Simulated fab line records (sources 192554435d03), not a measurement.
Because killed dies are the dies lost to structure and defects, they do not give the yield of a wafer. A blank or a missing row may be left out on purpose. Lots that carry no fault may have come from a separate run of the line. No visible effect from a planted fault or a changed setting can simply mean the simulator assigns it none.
Split-lot experiment :: flow n5Finfet :: 39 wafers read across 7 lots, on a route 1938 steps long

== ABOUT THE SPLIT ==
At N5_MOL_CONTACT_COAG_ETCH_15 (etches SiNx in CH3F/O2, stops on Si:P, target depth 7 nm), the setting sourceW was moved away from the recipe's 395 W on 12 of the 39 wafers read, by +5.9% to +19.1%. All remaining wafers had this setting at the recipe value.

The reading is taken at the split's own step.

== THE READING ==
rfVppV, in V, at N5_MOL_CONTACT_COAG_ETCH_15 (etches SiNx in CH3F/O2, stops on Si:P, target depth 7 nm). On this fab line, fault-free wafers typically give 298 V with a standard deviation of 4.4 V.

wafer: L075.1
tool, chamber at the split: rieDiel-01, 3
sourceW as run, W: 395
against the recipe: recipe
rfVppV, V: 297
against lot-mates on the recipe: -

wafer: L075.4
tool, chamber at the split: rieDiel-01, 2
sourceW as run, W: 395
against the recipe: recipe
rfVppV, V: 291
against lot-mates on the recipe: -

wafer: L075.6
tool, chamber at the split: rieDiel-01, 3
sourceW as run, W: 395
against the recipe: recipe
rfVppV, V: 298
against lot-mates on the recipe: -

wafer: L074.1
tool, chamber at the split: rieDiel-06, 1
sourceW as run, W: 395
against the recipe: recipe
rfVppV, V: 292
against lot-mates on the recipe: -

wafer: L074.2
tool, chamber at the split: rieDiel-06, 0
sourceW as run, W: 418.2
against the recipe: +5.9%
rfVppV, V: 295
against lot-mates on the recipe: -2

wafer: L074.3
tool, chamber at the split: rieDiel-06, 3
sourceW as run, W: 418.2
against the recipe: +5.9%
rfVppV, V: 289
against lot-mates on the recipe: -8

wafer: L074.4
tool, chamber at the split: rieDiel-06, 2
sourceW as run, W: 395
against the recipe: recipe
rfVppV, V: 304
against lot-mates on the recipe: -

wafer: L074.5
tool, chamber at the split: rieDiel-06, 3
sourceW as run, W: 395
against the recipe: recipe
rfVppV, V: 296
against lot-mates on the recipe: -

wafer: L074.6
tool, chamber at the split: rieDiel-06, 0
sourceW as run, W: 418.2
against the recipe: +5.9%
rfVppV, V: 296
against lot-mates on the recipe: -1

wafer: L080.1
tool, chamber at the split: rieDiel-01, 1
sourceW as run, W: 395
against the recipe: recipe
rfVppV, V: 296
against lot-mates on the recipe: -

wafer: L080.2
tool, chamber at the split: rieDiel-01, 3
sourceW as run, W: 395
against the recipe: recipe
rfVppV, V: 299
against lot-mates on the recipe: -

wafer: L080.3
tool, chamber at the split: rieDiel-01, 0
sourceW as run, W: 470.6
against the recipe: +19.1%
rfVppV, V: 277
against lot-mates on the recipe: -18

wafer: L080.4
tool, chamber at the split: rieDiel-01, 2
sourceW as run, W: 395
against the recipe: recipe
rfVppV, V: 291
against lot-mates on the recipe: -

wafer: L080.5
tool, chamber at the split: rieDiel-01, 2
sourceW as run, W: 470.6
against the recipe: +19.1%
rfVppV, V: 268
against lot-mates on the recipe: -27

wafer: L080.6
tool, chamber at the split: rieDiel-01, 1
sourceW as run, W: 470.6
against the recipe: +19.1%
rfVppV, V: 273
against lot-mates on the recipe: -22

wafer: L081.1
tool, chamber at the split: rieDiel-01, 1
sourceW as run, W: 440.1
against the recipe: +11.4%
rfVppV, V: 281
against lot-mates on the recipe: -15

wafer: L081.2
tool, chamber at the split: rieDiel-01, 3
sourceW as run, W: 440.1
against the recipe: +11.4%
rfVppV, V: 283
against lot-mates on the recipe: -13

wafer: L081.3
tool, chamber at the split: rieDiel-01, 0
sourceW as run, W: 395
against the recipe: recipe
rfVppV, V: 300
against lot-mates on the recipe: -

wafer: L081.4
tool, chamber at the split: rieDiel-01, 2
sourceW as run, W: 395
against the recipe: recipe
rfVppV, V: 291
against lot-mates on the recipe: -

wafer: L081.5
tool, chamber at the split: rieDiel-01, 1
sourceW as run, W: 395
against the recipe: recipe
rfVppV, V: 296
against lot-mates on the recipe: -

wafer: L081.6
tool, chamber at the split: rieDiel-01, 0
sourceW as run, W: 440.1
against the recipe: +11.4%
rfVppV, V: 285
against lot-mates on the recipe: -11

wafer: L082.1
tool, chamber at the split: rieDiel-06, 3
sourceW as run, W: 395
against the recipe: recipe
rfVppV, V: 297
against lot-mates on the recipe: -

wafer: L082.2
tool, chamber at the split: rieDiel-06, 2
sourceW as run, W: 395
against the recipe: recipe
rfVppV, V: 302
against lot-mates on the recipe: -

wafer: L082.3
tool, chamber at the split: rieDiel-06, 0
sourceW as run, W: 395
against the recipe: recipe
rfVppV, V: 303
against lot-mates on the recipe: -

wafer: L082.4
tool, chamber at the split: rieDiel-06, 2
sourceW as run, W: 395
against the recipe: recipe
rfVppV, V: 305
against lot-mates on the recipe: -

wafer: L082.5
tool, chamber at the split: rieDiel-06, 3
sourceW as run, W: 395
against the recipe: recipe
rfVppV, V: 297
against lot-mates on the recipe: -

wafer: L082.6
tool, chamber at the split: rieDiel-06, 0
sourceW as run, W: 395
against the recipe: recipe
rfVppV, V: 303
against lot-mates on the recipe: -

wafer: L089.1
tool, chamber at the split: rieDiel-01, 0
sourceW as run, W: 468.2
against the recipe: +18.5%
rfVppV, V: 275
against lot-mates on the recipe: -19

wafer: L089.2
tool, chamber at the split: rieDiel-01, 3
sourceW as run, W: 395
against the recipe: recipe
rfVppV, V: 297
against lot-mates on the recipe: -

wafer: L089.3
tool, chamber at the split: rieDiel-01, 2
sourceW as run, W: 468.2
against the recipe: +18.5%
rfVppV, V: 271
against lot-mates on the recipe: -23

wafer: L089.4
tool, chamber at the split: rieDiel-01, 1
sourceW as run, W: 468.2
against the recipe: +18.5%
rfVppV, V: 273
against lot-mates on the recipe: -21

wafer: L089.5
tool, chamber at the split: rieDiel-01, 2
sourceW as run, W: 395
against the recipe: recipe
rfVppV, V: 290
against lot-mates on the recipe: -

wafer: L089.6
tool, chamber at the split: rieDiel-01, 1
sourceW as run, W: 395
against the recipe: recipe
rfVppV, V: 296
against lot-mates on the recipe: -

wafer: L090.1
tool, chamber at the split: rieDiel-01, 0
sourceW as run, W: 395
against the recipe: recipe
rfVppV, V: 300
against lot-mates on the recipe: -

wafer: L090.2
tool, chamber at the split: rieDiel-01, 1
sourceW as run, W: 395
against the recipe: recipe
rfVppV, V: 295
against lot-mates on the recipe: -

wafer: L090.3
tool, chamber at the split: rieDiel-01, 2
sourceW as run, W: 395
against the recipe: recipe
rfVppV, V: 291
against lot-mates on the recipe: -

wafer: L090.4
tool, chamber at the split: rieDiel-01, 1
sourceW as run, W: 395
against the recipe: recipe
rfVppV, V: 295
against lot-mates on the recipe: -

wafer: L090.5
tool, chamber at the split: rieDiel-01, 2
sourceW as run, W: 395
against the recipe: recipe
rfVppV, V: 291
against lot-mates on the recipe: -

wafer: L090.6
tool, chamber at the split: rieDiel-01, 0
sourceW as run, W: 395
against the recipe: recipe
rfVppV, V: 299
against lot-mates on the recipe: -

THE FIT
A straight line over all 39 wafers: rfVppV changes by -1.25 V for each +1% of sourceW; r = -0.91; the points scatter about the line by 4.1 V.
The same after taking each lot's own level away (the mean of its wafers on the recipe; 39 wafers): -1.15 V for each +1%; r = -0.92; scatter 3.5 V.
That fit puts the effect of the largest move of sourceW on the reading at 22 V.
The span of the lots' own levels, 294.3 to 301.2 V, comes to 1.6 times the standard deviation stated above.
Hence the lot-to-lot level has little effect on the slope; both slopes agree.
Check: for one of the wafers moved furthest among these (+19.1%), held out of the fit, the line's prediction against its lot-mates is -22.4 V. Against them it came out at -18.3 V.
Tool readings at the split's step, against how far the setting was moved: rfVppV r = -0.91.

== OTHER SPLITS ON THESE WAFERS ==
Before the reading, these wafers also passed through other splits. Each is held against what the fit with the lots' levels taken away leaves over:
other split on the same wafers: N5_DUMMY_GATE_EXPOSE_12 doseMj
wafers away from the commonest value: 15
r with rfVppV (lot level and that fit taken away): +0.17

other split on the same wafers: N5_DUMMY_GATE_ETCH_31 targetDepthA
wafers away from the commonest value: 12
r with rfVppV (lot level and that fit taken away): -0.10

other split on the same wafers: N5_DUMMY_GATE_ETCH_44 targetDepthA
wafers away from the commonest value: 18
r with rfVppV (lot level and that fit taken away): +0.22

other split on the same wafers: N5_HKMG_FIN_ETCH_35 sourceW
wafers away from the commonest value: 18
r with rfVppV (lot level and that fit taken away): -0.05

other split on the same wafers: N5_MOL_CONTACT_COAG_ETCH_105 biasW
wafers away from the commonest value: 15
r with rfVppV (lot level and that fit taken away): -0.11

== FILE'S OWN FIT ==
rfVppV changes by -1.13 V for each +1% of sourceW, r = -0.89.
